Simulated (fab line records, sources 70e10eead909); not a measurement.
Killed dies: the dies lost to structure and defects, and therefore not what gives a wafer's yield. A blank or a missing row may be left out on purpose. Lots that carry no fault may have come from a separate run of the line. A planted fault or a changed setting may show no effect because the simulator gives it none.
Struck lot and sound lot, side by side ; flow nandHarc ; 24 out of 1159 route steps
Sound: these wafers, L466.1, L466.3, L466.6. Struck: wafer L459.4 (L459.2, L459.3, from the same lot, were not struck and are left out); the cause is given at the end.
At each step with rows: each side's tool, then ch and its chambers, then its first start. Under that, the readings that differ: sound wafers ; struck wafers ; difference of the means ; sigmas: that difference in standard deviations of wafers without a fault.
alike: words and numbers the same on both sides, and readings whose means are apart by under 2 such deviations; not compared: readings that were withheld, readings missing a value for some wafer, numbers with overlapping values and no deviation given by the record, and bounds like >300 which may hide the same value.
The two part at a step that has a row with sigmas, a row that says differs or no value, or rows on one side only. When numbers do not overlap yet have no deviation, they are printed without sigmas and do not part them. Lack of a reading on every wafer of one side parts them only where that side has two or more wafers.

NHARC_A_CHANNEL_HOLE_D1_ETCH_39: etches the open film in N2/H2, target depth 260 nm, time 325 s.
  sound on rieDiel-09 ch 0,1; struck on rieDiel-09 ch 1
  alike: drypumpMotorCurrentA, oesProductAu, rfFwdPowerW, rfVppV, showerheadPlenumPTorr, throttleValvePct
  not compared: rfHoursCounterH
NHARC_A_CHANNEL_HOLE_D1_ETCH_34: etches the open film in CF4/CHF3, target depth 154 nm, time 77 s.
  sound on rieDiel-09 ch 0,1; struck on rieDiel-09 ch 2
  alike: drypumpMotorCurrentA, oesProductAu, rfFwdPowerW, rfVppV, showerheadPlenumPTorr, throttleValvePct
  not compared: rfHoursCounterH
then, 1 step without rows for these wafers: NHARC_A_CHANNEL_HOLE_D1_ETCH_16 (etches the open film in O2/COS, target depth 3100 nm, time 806 s).
NHARC_A_CHANNEL_HOLE_D1_CD_MEAS_18:
  struck on cdSem-01, day 11 01:05; sound on cdSem-03, day 12 08:26
  alike: cdNm
then, 1 step without rows for these wafers: NHARC_A_CHANNEL_HOLE_D1_ETCH_19 (etches the open film in C4F8/O2/Ar, time 34.5 s).
NHARC_A_CHANNEL_HOLE_D1_ETCH_20: etches the open film in C4F8/O2/Ar, time 361.9 s, target depth 1600 nm.
  sound on harEtch-02 ch 0, day 12 11:49; struck on harEtch-01 ch 0, day 11 01:16
  alike: c4f8FlowSccm, drypumpMotorCurrentA, heBacksideLeakSccm, showerheadPlenumPTorr, throttleValvePct
  not compared: rfHoursCounterH
then, 1 step without rows for these wafers: NHARC_A_CHANNEL_HOLE_D1_ETCH_21 (etches the open film in C4F8/O2/Ar, time 514.3 s, target depth 1600 nm).
NHARC_A_CHANNEL_HOLE_D1_ETCH_22: etches the open film in C4F8/O2/Ar, time 666.7 s, target depth 1600 nm.
  sound on harEtch-02 ch 0, day 12 12:34; struck on harEtch-01 ch 0, day 11 02:01
reading;sound;struck;difference;sigmas
throttleValvePct (%);32.152 32.155 32.165;32.132;-0.025;-3
  alike: c4f8FlowSccm, drypumpMotorCurrentA, heBacksideLeakSccm, showerheadPlenumPTorr
  not compared: rfHoursCounterH
then, 2 steps without rows for these wafers: NHARC_A_CHANNEL_HOLE_D1_ETCH_23 (etches the open film in C4F8/O2/Ar, time 819 s, target depth 1600 nm); NHARC_A_CHANNEL_HOLE_D1_ETCH_24 (etches the open film in C4F8/O2/Ar, time 906.2 s, target depth 1500 nm).
NHARC_A_CHANNEL_HOLE_D1_ETCH_25: etches the open film in C4F8/O2/Ar, time 1040.2 s, target depth 1500 nm.
  sound on harEtch-02 ch 0, day 12 14:35; struck on harEtch-01 ch 0, day 11 04:02
  alike: c4f8FlowSccm, drypumpMotorCurrentA, heBacksideLeakSccm, showerheadPlenumPTorr, throttleValvePct
  not compared: rfHoursCounterH
then, 1 step without rows for these wafers: NHARC_A_CHANNEL_HOLE_D1_ETCH_26 (etches the open film in C4F8/O2/Ar, time 224.1 s, target depth 300 nm).
NHARC_A_CHANNEL_HOLE_D1_ETCH_33: etches the open film in C4F8/O2/Ar, time 90 s, target depth 400 nm.
  sound on harEtch-02 ch 0, day 12 15:40; struck on harEtch-01 ch 0, day 11 05:07
  alike: biasV, c4f8FlowSccm, drypumpMotorCurrentA, heBacksideLeakSccm, rfFwdPowerW, showerheadPlenumPTorr, throttleValvePct
  not compared: rfHoursCounterH
then, 7 steps without rows for these wafers: NHARC_A_CHANNEL_HOLE_D1_STRIP_41 (strips in N2/H2); NHARC_A_CHANNEL_HOLE_D1_STRIP_42 (strips in CF4/CHF3); NHARC_A_CHANNEL_HOLE_D1_STRIP_43 (strips in O2/COS); NHARC_A_CHANNEL_HOLE_D1_ETCH_44 (etches the open film in CF4/O2, target depth 140 nm, overetch 14 nm, time 77 s); NHARC_A_CHANNEL_HOLE_D1_STRIP_27 (strips in O2); NHARC_A_CHANNEL_HOLE_D1_PRECLEAN_28 (cleans in SC1); NHARC_A_CHANNEL_HOLE_D1_SRD_29.
NHARC_A_CHANNEL_HOLE_D1_CD_MEAS_30:
  struck on cdSem-01, day 11 06:46; sound on cdSem-03, day 12 17:14
  alike: cdNm
NHARC_A_CHANNEL_HOLE_D1_XSEM_31:
  sound on xsem-01 ch 0, day 12 17:20; struck on xsem-02 ch 0
  alike: botCdNm, tiltDeg
  not compared: bowNm
NHARC_A_CHANNEL_HOLE_D1_INSPECT_40:
  struck on defectInspect-02, day 11 11:00; sound on defectInspect-01, day 12 17:26
  alike: rawDefectCount
-- the record jumps here: 12 days lie between the struck wafers' starts before and after (it left off in module A_CHANNEL_HOLE_D1 and takes up again in module END, whose first step shown is number 1159 of the route) --
NHARC_END_SORT_01:
  only the struck wafers appear in the record here, on prober-01 ch 0 at day 23 00:25; the sound ones have no rows

== WHERE THEY PART ==
Last at NHARC_END_SORT_01 as far as this record goes, first at NHARC_A_CHANNEL_HOLE_D1_ETCH_22.

WHY: whatever the simulator had introduced
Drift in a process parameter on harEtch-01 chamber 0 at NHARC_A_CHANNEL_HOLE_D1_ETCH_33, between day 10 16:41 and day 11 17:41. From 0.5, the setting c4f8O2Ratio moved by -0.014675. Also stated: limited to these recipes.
